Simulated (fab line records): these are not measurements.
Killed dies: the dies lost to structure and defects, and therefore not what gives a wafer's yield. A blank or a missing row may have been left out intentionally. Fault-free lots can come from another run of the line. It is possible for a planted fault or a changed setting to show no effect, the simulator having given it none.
2 desks looking at one fault	flow nand harc	what lay behind the numbers comes last; until then each desk has only its own

## FROM THE METROLOGY DESK
Lot by lot, what the gauges showed, no matter which tool ran the lot: averages of those sampled wafers that carry a number. Marked OUT: a lot whose mean sits more than 4 standard deviations from the usual mean, which makes it out of limits; the brackets give that distance.
Columns: A = cd nm at NHARC_A_CONTACT_CD_MEAS_42, usual 300.1 nm
lot	first seen here	A
L404	day 22 03:33	300.1
L408	day 23 08:40	300.2
L411	day 24 19:40	300.8
L412	day 25 08:58	300.2
L413	day 27 02:51	325.6 (+46) OUT
L420	day 27 12:47	300.1
L418	day 27 13:02	320.9 (+37) OUT
L422	day 29 00:25	299.6
L421	day 29 00:38	300.1
L423	day 30 02:08	300.1
L426	day 31 01:59	299.6
This desk's verdict: out of limits on L413, L418, starting with L413 at day 27 02:51 (cd nm at NHARC_A_CONTACT_CD_MEAS_42). Within limits: L404, L408, L411, L412, L420, L422, L421, L423, L426.

## TOOL OWNER'S DESK, arfi scanner-02
The tool's own readings at NHARC_A_CONTACT_EXPOSE_39 (exposes mask A CC 3): means of the sampled wafers that have a number, for each lot that ran on this tool. Marked OUT: a lot whose mean sits more than 4 standard deviations from the usual mean, which makes it out of limits; the brackets give that distance.
Columns: A = exposure dose mJ cm2 at NHARC_A_CONTACT_EXPOSE_39, usual 58.79
lot	first seen here	A
L404	day 22 03:25	58.83
L412	day 25 08:50	58.76
L413	day 27 02:43	91.05 (+99 or more) OUT
L418	day 27 12:53	85.12 (+99 or more) OUT
This desk's verdict: out of limits on L413, L418, starting with L413 at day 27 02:43 (exposure dose mJ cm2 at NHARC_A_CONTACT_EXPOSE_39). Within limits: L404, L412.

## ALL TOGETHER
The tool owner's desk had the chance to raise an alarm at day 27 02:43 on L413, L418.
An alarm was possible from the metrology desk at day 27 02:51, on L413, L418.
NHARC_A_CONTACT_EXPOSE_39 was run on arfi scanner-02 by each of the lots named.

## WHAT WAS PUT IN BY THE SIMULATOR
Process parameter drift: arfi scanner-02, from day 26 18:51 on, at NHARC_A_CONTACT_EXPOSE_39. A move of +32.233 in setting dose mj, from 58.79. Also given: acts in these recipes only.
Lots struck among those shown: L413, L418.
Hours from the fault's start to each desk's first reading out of limits: the tool owner's desk, 8; the metrology desk, 8.
